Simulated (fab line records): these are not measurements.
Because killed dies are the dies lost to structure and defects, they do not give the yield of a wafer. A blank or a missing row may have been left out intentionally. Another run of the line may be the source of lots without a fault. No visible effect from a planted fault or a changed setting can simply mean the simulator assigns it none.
A struck lot beside a sound one | flow n5 finfet | 16 steps out of a route of 1938
Sound: the wafers L871.1, L871.3, L871.4. Struck: wafers L885.2, L885.5, L885.6. The cause is named last.
Per side, at each step with rows, come the tool, then ch with its chambers, and then its first start. Under that, the readings that differ: sound wafers | struck wafers | difference of the means | sigmas: that difference in standard deviations of wafers without a fault.
alike: readings whose means differ by less than 2 such deviations, and words and numbers that are the same on both sides. not compared: withheld readings, readings that some wafer has no value for, bounds like >300 that may hide the same value, and numbers for which the record gives no deviation and whose values overlap.
The two part at a step that has a row with sigmas, a row that says differs or no value, or rows on one side only. When numbers do not overlap yet have no deviation, they are printed without sigmas and do not part them. A reading that every wafer of one side lacks parts them only if that side has two wafers or more.

first, 4 steps without rows for these wafers: N5_SD_EPI_N_WET_ETCH_43 (etches SiO2 in dHF, time 14 s, target depth 1.5 nm); N5_SD_EPI_N_STRIP_18 (strips in SPM, time 750 s); N5_SD_EPI_N_SRD_20 (time 30 s); N5_SD_EPI_N_PRECLEAN_48 (cleans in NF3:NH3, afs cycles 2, time 20 s, sublimation time 60 s).
N5_SD_EPI_N_VAPOR_ETCH_50: etches Si in HCl, time 54 s.
  sound on epi rpcvd-03 ch 0, day 4 02:43; struck on epi rpcvd-04 ch 0, day 7 18:49
  alike: throttle valve pct
then, 1 step without rows for these wafers: N5_SD_EPI_N_EPI_21 (deposits Si:P, time 690 s).
N5_SD_EPI_N_EPI_MEAS_23:
  sound on film metro-02, day 4 04:37; struck on film metro-01, day 7 21:17
  alike: thk nm
then, 3 steps without rows for these wafers: N5_SD_EPI_N_PRECLEAN_24 (cleans in O3/DIW, time 60 s); N5_SD_EPI_N_SRD_25 (time 30 s); N5_SD_EPI_N_PRECLEAN_49 (cleans in NF3:NH3, afs cycles 1, time 20 s, sublimation time 60 s).
N5_SD_EPI_N_LINER_46: material SiNx, target thk 3 nm.
  sound on ald sin-03 ch 0,1,2, day 4 04:56; struck on ald sin-02 ch 0,1,2, day 7 21:53
  alike: heater power w
N5_SD_EPI_N_INSPECT_26: inspects for defects (darkfield).
  sound on defect inspect-01, day 4 05:11; struck on defect inspect-02, day 7 22:08
  alike: raw defect count
N5_SD_EPI_P_COAT_34: time 60 s, resist thk 350 nm.
  sound on litho track-04 ch 0, day 4 05:13; struck on litho track-02 ch 0, day 7 22:10
  reading                  | sound                | struck               | difference | sigmas
  heater power total W (W) | 499.5 503.0 500.3    | 489.4 488.9 491.9    | -10.9      | -6
  plate temp C (C)         | 250.27 250.01 250.04 | 245.64 245.89 245.56 | -4.41      | -26
then, 1 step without rows for these wafers: N5_SD_EPI_P_COAT_35 (time 60 s, resist thk 35 nm).
-- here the record skips 5 days between the struck wafers' starts before and after, leaving off in module SD_EPI_P and picking up in module BEOL_M4 (first step shown: number 1111 of the route) --
N5_BEOL_M4_RC_MEAS_101:
  sound on prober-02 ch 0, day 9 10:16; struck on prober-02 ch 0, day 12 16:57
  alike: DIBL_N, DIBL_P, IOFF_N, IOFF_P, ION_N, ION_P, SS_N, SS_P, VT_N, VT_P
N5_PASSIVATION_PROBE_49:
  sound wafers here have rows in the record (prober-01, day 14 05:43); struck ones have none

== WHERE THEY PART ==
First at N5_SD_EPI_P_COAT_34; last, within this record, at N5_PASSIVATION_PROBE_49.

WHY: whatever the simulator had introduced
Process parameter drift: litho track-02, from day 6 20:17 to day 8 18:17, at N5_SD_EPI_P_COAT_34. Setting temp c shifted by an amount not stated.
